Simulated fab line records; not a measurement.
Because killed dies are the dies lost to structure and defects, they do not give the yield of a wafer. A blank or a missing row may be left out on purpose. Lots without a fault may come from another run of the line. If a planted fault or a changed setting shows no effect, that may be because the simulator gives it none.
Split-lot trial + flow n5-finfet + route with 1938 steps; 7 lots, 21 wafers read

== THE SPLIT ==
At N5_BEOL_M0_SAQP_PEB_12 (peb time 60 s), the setting peb-time-s was moved away from the recipe's 60 s on 6 of the 21 wafers read, by -18.2% to +20.4%. For the rest of the wafers, this setting stayed at what the recipe calls for.

== THE PATH FROM SPLIT TO READING: the file shows 1 step between them ==
- N5_BEOL_M0_SAQP_DEVELOP_13: develop time 30 s

== THE READING ==
cd-nm (nm) at N5_BEOL_M0_SAQP_CD_MEAS_14, where the cd target is 42.5 nm. A value of 42.2 nm with a standard deviation of 0.37 nm is what fault-free wafers of this fab line usually give.

| wafer  | tool, chamber at the split | peb-time-s as run, s | against the recipe | cd-nm, nm | against lot-mates on the recipe |
|--------|----------------------------|----------------------|--------------------|-----------|---------------------------------|
| L076.1 | litho-track-03, 0          | 50.41                | -16.0%             | 45.4      | +3.0                            |
| L076.2 | litho-track-03, 0          | 60                   | recipe             | 42.6      | -                               |
| L076.5 | litho-track-03, 0          | 60                   | recipe             | 42.2      | -                               |
| L078.1 | litho-track-02, 0          | 60                   | recipe             | 42.6      | -                               |
| L078.3 | litho-track-02, 0          | 60                   | recipe             | 42.2      | -                               |
| L078.6 | litho-track-02, 0          | 60                   | recipe             | 42.1      | -                               |
| L081.1 | litho-track-02, 0          | 60                   | recipe             | 42.5      | -                               |
| L081.4 | litho-track-02, 0          | 60                   | recipe             | 42.5      | -                               |
| L081.5 | litho-track-02, 0          | 60                   | recipe             | 42.7      | -                               |
| L086.1 | litho-track-02, 0          | 52.78                | -12.0%             | 44.0      | +1.3                            |
| L086.3 | litho-track-02, 0          | 60                   | recipe             | 42.7      | -                               |
| L086.6 | litho-track-02, 0          | 60                   | recipe             | 42.7      | -                               |
| L093.1 | litho-track-03, 0          | 60                   | recipe             | 42.2      | -                               |
| L093.5 | litho-track-03, 0          | 60                   | recipe             | 42.5      | -                               |
| L093.6 | litho-track-03, 0          | 49.06                | -18.2%             | 44.9      | +2.5                            |
| L094.1 | litho-track-03, 0          | 60                   | recipe             | 42.4      | -                               |
| L094.2 | litho-track-03, 0          | 60                   | recipe             | 42.3      | -                               |
| L094.6 | litho-track-03, 0          | 54.7                 | -8.8%              | 43.6      | +1.3                            |
| L095.2 | litho-track-02, 0          | 60                   | recipe             | 42.4      | -                               |
| L095.3 | litho-track-02, 0          | 72.25                | +20.4%             | 39.3      | -3.1                            |
| L095.4 | litho-track-02, 0          | 72.25                | +20.4%             | 38.9      | -3.5                            |

FIT RESULTS
A straight line over all 21 wafers: cd-nm changes by -0.157 nm for each +1% of peb-time-s; r = -0.99; the points scatter about the line by 0.25 nm.
The same after taking each lot's own level away (the mean of its wafers on the recipe; 21 wafers): -0.156 nm for each +1%; r = -0.99; scatter 0.24 nm.
The reading moves by 3.2 nm for the largest change in peb-time-s, on that fit.
Across the lots, their own levels run from 42.30 to 42.70 nm, a range of 1.1 times the standard deviation given above.
The two slopes agree, so the slope changes little with the lot-to-lot level.
Check: -3.27 nm against its lot-mates is what the line predicts for one of the wafers moved furthest among these (+20.4%) when that wafer is left out of the fit. Against them it came out at -3.1 nm.

== OTHER SPLITS ON THESE WAFERS ==
Other splits were also applied to these wafers ahead of the reading. Each is held against what the fit with the lots' levels taken away leaves over:
| other split on the same wafers       | wafers away from the commonest value | r with cd-nm (lot level and that fit taken away) |
|--------------------------------------|--------------------------------------|--------------------------------------------------|
| N5_MOL_CONTACT_COAG_COAT_75 spin-rpm | 6                                    | +0.09                                            |

== THE FILE'S OWN FIT ==
cd-nm changes by -0.153 nm for each +1% of peb-time-s, r = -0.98.
